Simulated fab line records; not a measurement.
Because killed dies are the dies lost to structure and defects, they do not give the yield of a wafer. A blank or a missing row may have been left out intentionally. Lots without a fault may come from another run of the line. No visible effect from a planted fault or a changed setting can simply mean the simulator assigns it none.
Chamber matching | flow n5Finfet | cvdCo-02 running N5_BEOL_M0_PRE_CLEAN_131: 3 sister chambers
The step time 15 s. 6 wafers are shown with their chamber, then 11 later ones without.

## WAFERS, EACH WITH ITS CHAMBER
wafer  | chamber | heaterPowerW (W)
L082.3 | 2       | 71
L085.6 | 2       | 71
L088.1 | 1       | 82
L088.2 | 0       | 109
L088.5 | 1       | 83
L089.2 | 0       | 110

## WAFERS WITHOUT THEIR CHAMBER
wafer  | heaterPowerW (W)
L089.5 | 82
L089.6 | 109
L091.1 | 71
L091.3 | 111
L091.6 | 111
L092.1 | 81
L092.2 | 113
L092.5 | 72
L094.2 | 72
L094.3 | 83
L094.4 | 108

## WHICH CHAMBER EACH ONE RAN IN
wafer  | from the rows above | in truth
L089.5 | 1                   | 1
L089.6 | 0                   | 0
L091.1 | 2                   | 2
L091.3 | 0                   | 0
L091.6 | 0                   | 0
L092.1 | 1                   | 1
L092.2 | 0                   | 0
L092.5 | 2                   | 2
L094.2 | 2                   | 2
L094.3 | 1                   | 1
L094.4 | 0                   | 0
11 of 11 placed correctly. Number that these rows cannot place: 0. 0 placed wrongly.
How it was worked out, from the rows above alone: a wafer's distance from a chamber is the root of the sum, over the readings, of the square of ((its reading less the chamber's mean) divided by the reading's scatter). The wafer belongs to the nearest chamber; if the next one is less than 2 further off, it can't be placed. Each chamber's mean is taken over the wafers shown for it. The scatter: the root of (the sum of the squares of (reading less its chamber's mean) over the shown wafers, divided by (wafers less chambers)).
